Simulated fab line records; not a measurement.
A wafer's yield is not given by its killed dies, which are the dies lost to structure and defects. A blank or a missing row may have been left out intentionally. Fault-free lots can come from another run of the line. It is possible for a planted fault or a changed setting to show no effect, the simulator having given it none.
Matching of chambers | flow n5Finfet | N5_BEOL_M9_DESCUM_33 on rieDiel-02 has 4 sister chambers
The step chemistry O2, time 7 s. 4 wafers are shown with their chamber, then 12 later ones without.

## WAFERS WITH THEIR CHAMBER
wafer  | chamber | drypumpMotorCurrentA (A)
L089.1 | 3       | 5.6
L089.6 | 0       | 5.6
L091.5 | 2       | 5.9
L091.6 | 1       | 6.4

## WAFERS MISSING THEIR CHAMBER
wafer  | drypumpMotorCurrentA (A)
L094.4 | 5.9
L094.5 | 5.6
L094.6 | 5.5
L093.1 | 6.4
L093.4 | 5.9
L093.5 | 6.4
L095.1 | 5.5
L095.3 | 5.9
L095.6 | 5.6
L096.1 | 5.9
L096.5 | 6.4
L096.6 | 5.6

## WHICH CHAMBER EACH WENT THROUGH
wafer  | from the rows above     | in truth
L094.4 | 2                       | 2
L094.5 | can't be placed: 0 or 3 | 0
L094.6 | can't be placed: 0 or 3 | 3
L093.1 | 1                       | 1
L093.4 | 2                       | 2
L093.5 | 1                       | 1
L095.1 | can't be placed: 0 or 3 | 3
L095.3 | 2                       | 2
L095.6 | can't be placed: 0 or 3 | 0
L096.1 | 2                       | 2
L096.5 | 1                       | 1
L096.6 | can't be placed: 0 or 3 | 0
7 of 12 placed correctly. From these rows, 5 cannot be placed; in 5 the true chamber is one of the candidates. Number placed wrongly: 0.
How it was worked out, from the rows above alone: a wafer's distance from a chamber is the root of the sum, over the readings, of the square of ((its reading less the chamber's mean) divided by the reading's scatter). The wafer belongs to the nearest chamber; if the next one is less than 2 further off, it can't be placed. The mean given for a chamber averages the wafers shown for that chamber. The scatter: root of mean squared gap, hidden wafer to nearest shown wafer, with one shown wafer a chamber.
